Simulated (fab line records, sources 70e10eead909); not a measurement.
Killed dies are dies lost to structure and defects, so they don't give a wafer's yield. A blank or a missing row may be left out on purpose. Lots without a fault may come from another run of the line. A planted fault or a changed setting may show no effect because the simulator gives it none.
Chamber matching | flow nand_harc | NHARC_P_M2_CMP_23 on cmp-01: 4 sister chambers
The step polishes, t overpolish 20 s, target thk 144.3 nm. 8 wafers are shown with their chamber, then 11 later ones without.

WAFERS WITH THEIR CHAMBER
wafer  | chamber | motor_current_A (A) | time_to_endpoint_s (s)
L087.3 | 1       | 12.0                | 29.0
L089.1 | 0       | 13.9                | 31.5
L089.2 | 2       | 10.0                | 29.0
L089.4 | 1       | 12.1                | 30.0
L090.1 | 3       | 11.2                | 29.2
L090.2 | 0       | 13.0                | 32.5
L090.4 | 2       | 10.5                | 30.0
L092.1 | 3       | 10.2                | 24.4

WAFERS WITHOUT THEIR CHAMBER
wafer  | motor_current_A (A) | time_to_endpoint_s (s)
L092.3 | 13.6                | 29.0
L092.6 | 11.1                | 26.2
L093.4 | 11.7                | 30.3
L093.5 | 10.9                | 26.0
L093.6 | 10.3                | 25.2
L095.1 | 10.3                | 24.3
L095.3 | 11.3                | 26.1
L095.4 | 11.5                | 29.1
L097.3 | 10.5                | 28.9
L097.4 | 11.7                | 25.5
L097.5 | 13.8                | 30.4

WHICH CHAMBER EACH WENT THROUGH
wafer  | from the rows above          | in truth
L092.3 | can't be placed: 0 or 1      | 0
L092.6 | can't be placed: 3 or 2 or 1 | 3
L093.4 | can't be placed: 1 or 3      | 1
L093.5 | can't be placed: 3 or 2      | 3
L093.6 | can't be placed: 3 or 2      | 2
L095.1 | can't be placed: 3 or 2      | 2
L095.3 | can't be placed: 3 or 1 or 2 | 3
L095.4 | can't be placed: 1 or 3 or 2 | 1
L097.3 | can't be placed: 2 or 3      | 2
L097.4 | can't be placed: 3 or 1 or 2 | 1
L097.5 | 0                            | 0
Placed correctly: 1 of 11. Can't be placed from these rows: 10 (the true chamber is among the candidates in 10). Placed wrongly: 0.
How it was worked out, from the rows above alone: a wafer's distance from a chamber is the root of the sum, over the readings, of the square of ((its reading less the chamber's mean) divided by the reading's scatter). The wafer belongs to the nearest chamber; if the next one is less than 2 further off, it can't be placed. A chamber's mean is the mean of its shown wafers. The scatter: the root of (the sum of the squares of (reading less its chamber's mean) over the shown wafers, divided by (wafers less chambers)).
